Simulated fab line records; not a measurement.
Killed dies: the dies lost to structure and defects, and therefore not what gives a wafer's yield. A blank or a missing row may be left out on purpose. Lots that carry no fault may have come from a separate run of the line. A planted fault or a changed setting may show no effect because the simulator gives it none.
Split-lot trial -- flow n5Finfet -- on a route of 1938 steps: 7 lots, 21 wafers read

## ABOUT THE SPLIT
At N5_BEOL_M7_COAT_59 (time 60 s, resist thk 100 nm), the setting spinRpm was moved away from the recipe's 1500 rpm on 7 of the 21 wafers read, by -10.1% to +8.2%. The other wafers ran this setting at the recipe's value.

## FROM THE SPLIT TO THE READING: what the file shows between them, 9 steps
- N5_BEOL_M7_EXPOSE_08: exposes mask M7 (also split here: doseMj)
- N5_BEOL_M7_PEB_09: peb time 60 s
- N5_BEOL_M7_DEVELOP_10: develop time 30 s
- N5_BEOL_M7_CD_MEAS_11: target cd 38.5 nm
- N5_BEOL_M7_DESCUM_16: chemistry O2, time 7.9 s
- N5_BEOL_M7_ETCH_61: etches SiARC in CF4, target depth 45.5 nm, time 75.8 s
- N5_BEOL_M7_ETCH_62: etches SOC in N2/H2, target depth 110 nm, overetch 22 nm, time 165 s
- N5_BEOL_M7_STRIP_68: strips in N2/H2
- N5_BEOL_M7_STRIP_67: strips in CF4

## THE READING
SOC_of_BEOL_M7_COAT_59.thkNm (the simulator's own value, which no gauge read), in nm, at N5_BEOL_M7_HM_OPEN_17 (chemistry Cl2/BCl3, target TiN, target depth 20 nm, overetch 6 nm). No usual value for it is given in the file. The 14 wafers here that ran the recipe average 92.1 nm, standard deviation 0.34 nm.

wafer,"tool, chamber at the split","spinRpm as run, rpm",against the recipe,"SOC_of_BEOL_M7_COAT_59.thkNm, nm",against lot-mates on the recipe
L074.3,"lithoTrack-01, 0",1500,recipe,92.4,-
L074.4,"lithoTrack-01, 0",1611,+7.4%,88.6,-3.8
L074.6,"lithoTrack-01, 0",1611,+7.4%,89,-3.4
L076.1,"lithoTrack-03, 0",1500,recipe,92.4,-
L076.2,"lithoTrack-03, 0",1500,recipe,91.8,-
L076.6,"lithoTrack-03, 0",1500,recipe,91.8,-
L078.1,"lithoTrack-01, 0",1500,recipe,92.4,-
L078.3,"lithoTrack-01, 0",1500,recipe,92.4,-
L078.5,"lithoTrack-01, 0",1500,recipe,92.4,-
L086.3,"lithoTrack-02, 0",1500,recipe,92.4,-
L086.4,"lithoTrack-02, 0",1500,recipe,92.4,-
L086.5,"lithoTrack-02, 0",1623,+8.2%,88.4,-4.0
L095.4,"lithoTrack-02, 0",1500,recipe,92.2,-
L095.5,"lithoTrack-02, 0",1500,recipe,91.8,-
L095.6,"lithoTrack-02, 0",1409,-6.1%,95.2,+3.2
L093.4,"lithoTrack-03, 0",1416,-5.6%,95.2,+3.4
L093.5,"lithoTrack-03, 0",1500,recipe,91.8,-
L093.6,"lithoTrack-03, 0",1416,-5.6%,95,+3.2
L097.1,"lithoTrack-02, 0",1348,-10.1%,97.2,+5.6
L097.3,"lithoTrack-02, 0",1500,recipe,91.4,-
L097.6,"lithoTrack-02, 0",1500,recipe,91.8,-

THE FIT
A straight line over all 21 wafers: SOC_of_BEOL_M7_COAT_59.thkNm changes by -0.483 nm for each +1% of spinRpm; r = -0.99; the points scatter about the line by 0.32 nm.
The same after taking each lot's own level away (the mean of its wafers on the recipe; 21 wafers): -0.525 nm for each +1%; r = -1.00; scatter 0.22 nm.
According to that fit, moving spinRpm by its largest amount changes the reading by 5.3 nm.
The span of the lots' own levels, 91.60 to 92.40 nm, comes to 2.4 times the standard deviation stated above.
So the lot-to-lot level changes the slope little: the two slopes agree.
Check: for one of the wafers moved furthest among these (-10.1%), held out of the fit, the line's prediction against its lot-mates is +5.32 nm. Against them it came out at +5.6 nm.

## OTHER SPLITS APPLIED TO THESE WAFERS
Note: prior to the reading, these wafers also went through further splits. Each is held against what the fit with the lots' levels taken away leaves over:
other split on the same wafers,wafers away from the commonest value,r with SOC_of_BEOL_M7_COAT_59.thkNm (lot level and that fit taken away)
N5_BEOL_M7_EXPOSE_08 doseMj,5,-0.07

## THE WHOLE CHAIN: every reading that the file lists as answering this split, in the file's order
step,what it does,reading,change (the file's fit),r (the file's)
N5_BEOL_M7_COAT_59,"time 60 s, resist thk 100 nm","SOC_of_BEOL_M7_COAT_59.thkNm (the simulator's own value, which no gauge read)",-0.517 nm for each +1% of the setting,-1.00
N5_BEOL_M7_ETCH_62,"etches SOC in N2/H2, target depth 110 nm, overetch 22 nm, time 165 s","etch.depthNm (the simulator's own value, which no gauge read)",-0.521 nm for each +1% of the setting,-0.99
N5_BEOL_M7_HM_OPEN_17,"chemistry Cl2/BCl3, target TiN, target depth 20 nm, overetch 6 nm","SOC_of_BEOL_M7_COAT_59.thkNm (the simulator's own value, which no gauge read)",-0.526 nm for each +1% of the setting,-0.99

## THE FILE'S OWN FIT
SOC_of_BEOL_M7_COAT_59.thkNm changes by -0.526 nm for each +1% of spinRpm, r = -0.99.
